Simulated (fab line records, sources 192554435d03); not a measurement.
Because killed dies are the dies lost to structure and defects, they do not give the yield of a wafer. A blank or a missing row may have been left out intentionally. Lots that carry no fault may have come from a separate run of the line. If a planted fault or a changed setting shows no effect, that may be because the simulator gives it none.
Chamber matching -- flow n5_finfet -- N5_BEOL_M3_ETCH_69 on rie_diel-01 has 4 sister chambers
The step etches SiARC in CF4, target depth 15.6 nm, time 26 s. 8 wafers are shown with their chamber, then 7 later ones without.

WAFERS PAIRED WITH THEIR CHAMBERS
wafer,chamber,showerhead_plenum_p_Torr (Torr),etch_rf_on_time_s (s)
L078.1,2,2.09,25.9
L078.5,3,2.19,25.8
L080.6,1,2.17,26.1
L093.3,1,2.16,26.2
L093.4,0,2.14,25.9
L093.6,3,2.18,25.6
L095.1,2,2.08,25.9
L095.2,0,2.14,25.8

WAFERS WITH NO CHAMBER GIVEN
wafer,showerhead_plenum_p_Torr (Torr),etch_rf_on_time_s (s)
L095.4,2.16,26.0
L096.2,2.16,26.2
L096.4,2.18,25.1
L096.5,2.18,25.3
L097.1,2.08,25.8
L097.2,2.13,25.8
L097.5,2.16,26.1

THE CHAMBER EACH PASSED THROUGH
wafer,from the rows above,in truth
L095.4,can't be placed: 1 or 0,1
L096.2,1,1
L096.4,3,3
L096.5,3,3
L097.1,2,2
L097.2,0,0
L097.5,1,1
Placed correctly: 6 of 7. Unplaceable from these rows: 1, with the true chamber sitting among the candidates in 1. Placed wrongly: 0.
How it was worked out, from the rows above alone: a wafer's distance from a chamber is the root of the sum, over the readings, of the square of ((its reading less the chamber's mean) divided by the reading's scatter). If the next closest chamber is less than 2 further off than the closest, the wafer can't be placed; otherwise it belongs to the closest. Each chamber's mean is taken over the wafers shown for it. The scatter: the root of (the sum of the squares of (reading less its chamber's mean) over the shown wafers, divided by (wafers less chambers)).
